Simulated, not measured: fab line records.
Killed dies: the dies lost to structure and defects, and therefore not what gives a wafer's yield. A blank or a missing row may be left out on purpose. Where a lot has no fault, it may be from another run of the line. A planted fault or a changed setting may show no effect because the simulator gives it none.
Chamber matching	flow n5-finfet	4 sister chambers for N5_BEOL_M7_STRIP_67 on rie-diel-04
The step strips in CF4. 8 wafers are shown with their chamber, then 12 later ones without.

== WAFERS WITH THEIR CHAMBER ==
wafer	chamber	showerhead-plenum-p-Torr (Torr)	drypump-motor-current-A (A)
L077.5	3	1.78	5.9
L087.2	1	1.77	6.1
L087.4	0	1.69	4.7
L087.5	1	1.77	6.1
L087.6	2	1.84	5.7
L090.1	2	1.84	5.8
L090.2	0	1.68	4.7
L090.3	3	1.78	5.9

== WAFERS WITHOUT THEIR CHAMBER ==
wafer	showerhead-plenum-p-Torr (Torr)	drypump-motor-current-A (A)
L090.4	1.77	6.1
L090.5	1.68	4.7
L090.6	1.78	5.9
L089.1	1.78	6.0
L089.5	1.77	6.1
L089.6	1.84	5.7
L094.1	1.68	4.7
L094.2	1.76	6.1
L094.3	1.78	5.9
L096.2	1.78	5.9
L096.4	1.68	4.7
L096.5	1.78	5.9

== CHAMBER TAKEN BY EACH ==
wafer	from the rows above	in truth
L090.4	1	1
L090.5	0	0
L090.6	3	3
L089.1	can't be placed: 3 or 1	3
L089.5	1	1
L089.6	2	2
L094.1	0	0
L094.2	1	1
L094.3	3	3
L096.2	3	3
L096.4	0	0
L096.5	3	3
Placed correctly: 11 of 12. Not placeable from these rows: 1 (in 1, the candidates include the true chamber). 0 placed wrongly.
How it was worked out, from the rows above alone: a wafer's distance from a chamber is the root of the sum, over the readings, of the square of ((its reading less the chamber's mean) divided by the reading's scatter). If the next closest chamber is less than 2 further off than the closest, the wafer can't be placed; otherwise it belongs to the closest. For every chamber, the mean is computed from those of its wafers that are shown. The scatter: the root of (the sum of the squares of (reading less its chamber's mean) over the shown wafers, divided by (wafers less chambers)).
